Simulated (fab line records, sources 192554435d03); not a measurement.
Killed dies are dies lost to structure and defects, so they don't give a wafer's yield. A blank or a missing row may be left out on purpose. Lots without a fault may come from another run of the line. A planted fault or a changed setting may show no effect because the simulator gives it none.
Split-lot experiment | flow n5_finfet | 7 lots, 39 wafers read, on a route of 1938 steps

THE SPLIT
At N5_SD_EPI_N_LINER_46 (material SiNx, target thk 3 nm), the setting target_thk_a was moved away from the recipe's 30 angstrom on 12 of the 39 wafers read, by -12.9% to +15.0%. The other wafers ran this setting at the recipe's value.

The reading is taken at the split's own step.

THE READING
SiNx_of_SD_EPI_N_LINER_46.thk_nm (the simulator's own value, which no gauge read), in nm, at N5_SD_EPI_N_LINER_46 (material SiNx, target thk 3 nm). The file gives no usual value for it.

wafer  | tool, chamber at the split | target_thk_a as run, angstrom | against the recipe | SiNx_of_SD_EPI_N_LINER_46.thk_nm, nm | against lot-mates on the recipe
L074.1 | ald_sin-04, 2,1,3,0,0,3    | 30                            | recipe             | 3                                    | -
L074.2 | ald_sin-04, 2,1,3,0,0,3    | 30                            | recipe             | 3                                    | -
L074.3 | ald_sin-04, 2,1,3,0,0,3    | 30                            | recipe             | 3                                    | -
L074.4 | ald_sin-04, 2,1,3,0,0,3    | 30                            | recipe             | 3                                    | -
L074.5 | ald_sin-04, 2,1,3,0,0,3    | 30                            | recipe             | 3                                    | -
L074.6 | ald_sin-04, 2,1,3,0,0,3    | 30                            | recipe             | 3                                    | -
L075.1 | ald_sin-04, 3,2,0          | 30                            | recipe             | 3                                    | -
L075.2 | ald_sin-04, 3,2,0          | 30                            | recipe             | 3                                    | -
L075.6 | ald_sin-04, 3,2,0          | 30                            | recipe             | 3                                    | -
L075.3 | ald_sin-04, 0,1,3          | 33.73                         | +12.4%             | 3.4                                  | +0.4
L075.4 | ald_sin-04, 0,1,3          | 33.73                         | +12.4%             | 3.4                                  | +0.4
L075.5 | ald_sin-04, 0,1,3          | 33.73                         | +12.4%             | 3.4                                  | +0.4
L079.2 | ald_sin-01, 3,1,2          | 30                            | recipe             | 3                                    | -
L079.3 | ald_sin-01, 3,1,2          | 30                            | recipe             | 3                                    | -
L079.4 | ald_sin-01, 3,1,2          | 30                            | recipe             | 3                                    | -
L081.1 | ald_sin-01, 2,0,2          | 30                            | recipe             | 3                                    | -
L081.2 | ald_sin-01, 2,0,2          | 30                            | recipe             | 3                                    | -
L081.5 | ald_sin-01, 2,0,2          | 30                            | recipe             | 3                                    | -
L081.3 | ald_sin-01, 1,3,3          | 26.13                         | -12.9%             | 2.6                                  | -0.4
L081.4 | ald_sin-01, 1,3,3          | 26.13                         | -12.9%             | 2.6                                  | -0.4
L081.6 | ald_sin-01, 1,3,3          | 26.13                         | -12.9%             | 2.6                                  | -0.4
L087.1 | ald_sin-03, 0,1,2          | 32.33                         | +7.8%              | 3.2                                  | +0.2
L087.3 | ald_sin-03, 0,1,2          | 32.33                         | +7.8%              | 3.2                                  | +0.2
L087.4 | ald_sin-03, 0,1,2          | 32.33                         | +7.8%              | 3.2                                  | +0.2
L087.2 | ald_sin-03, 3,3,2          | 30                            | recipe             | 3                                    | -
L087.5 | ald_sin-03, 3,3,2          | 30                            | recipe             | 3                                    | -
L087.6 | ald_sin-03, 3,3,2          | 30                            | recipe             | 3                                    | -
L090.1 | ald_sin-04, 2,3,1,0,1,2    | 30                            | recipe             | 3                                    | -
L090.2 | ald_sin-04, 2,3,1,0,1,2    | 30                            | recipe             | 3                                    | -
L090.3 | ald_sin-04, 2,3,1,0,1,2    | 30                            | recipe             | 3                                    | -
L090.4 | ald_sin-04, 2,3,1,0,1,2    | 30                            | recipe             | 3                                    | -
L090.5 | ald_sin-04, 2,3,1,0,1,2    | 30                            | recipe             | 3                                    | -
L090.6 | ald_sin-04, 2,3,1,0,1,2    | 30                            | recipe             | 3                                    | -
L094.1 | ald_sin-01, 3,0,1          | 30                            | recipe             | 3                                    | -
L094.4 | ald_sin-01, 3,0,1          | 30                            | recipe             | 3                                    | -
L094.5 | ald_sin-01, 3,0,1          | 30                            | recipe             | 3                                    | -
L094.2 | ald_sin-01, 1,2,0          | 34.49                         | +15.0%             | 3.4                                  | +0.4
L094.3 | ald_sin-01, 1,2,0          | 34.49                         | +15.0%             | 3.4                                  | +0.4
L094.6 | ald_sin-01, 1,2,0          | 34.49                         | +15.0%             | 3.4                                  | +0.4
Where a row lists several chambers, the file gives one row for several wafers and doesn't say which wafer went through which chamber.

THE FIT
A straight line over all 39 wafers: SiNx_of_SD_EPI_N_LINER_46.thk_nm changes by +0.0293 nm for each +1% of target_thk_a; r = +1.00; the points scatter about the line by 0.018 nm.
The same after taking each lot's own level away (the mean of its wafers on the recipe; 39 wafers): +0.0293 nm for each +1%; r = +1.00; scatter 0.018 nm.
On that fit, the largest move of target_thk_a shifts the reading by 0.44 nm.
The lots' own levels span 3.00 to 3.00 nm.
So the lot-to-lot level changes the slope little: the two slopes agree.
Check: with one of the wafers moved furthest among these (+15.0%) left out of the fit, the line predicts +0.44 nm for it against its lot-mates. It came out at +0.4 nm against them.

OTHER SPLITS ON THESE WAFERS
These wafers also went through other splits before the reading. Each is held against what the fit with the lots' levels taken away leaves over:
other split on the same wafers               | wafers away from the commonest value | r with SiNx_of_SD_EPI_N_LINER_46.thk_nm (lot level and that fit taken away)
N5_PMOS_HMC_CHANNEL_EPI_FIN_RECESS_16 time_s | 12                                   | +0.29
N5_FIN_CUT_CUT_ETCH_26 target_depth_a        | 15                                   | +0.23

THE FILE'S OWN FIT
SiNx_of_SD_EPI_N_LINER_46.thk_nm changes by +0.0292 nm for each +1% of target_thk_a, r = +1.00.
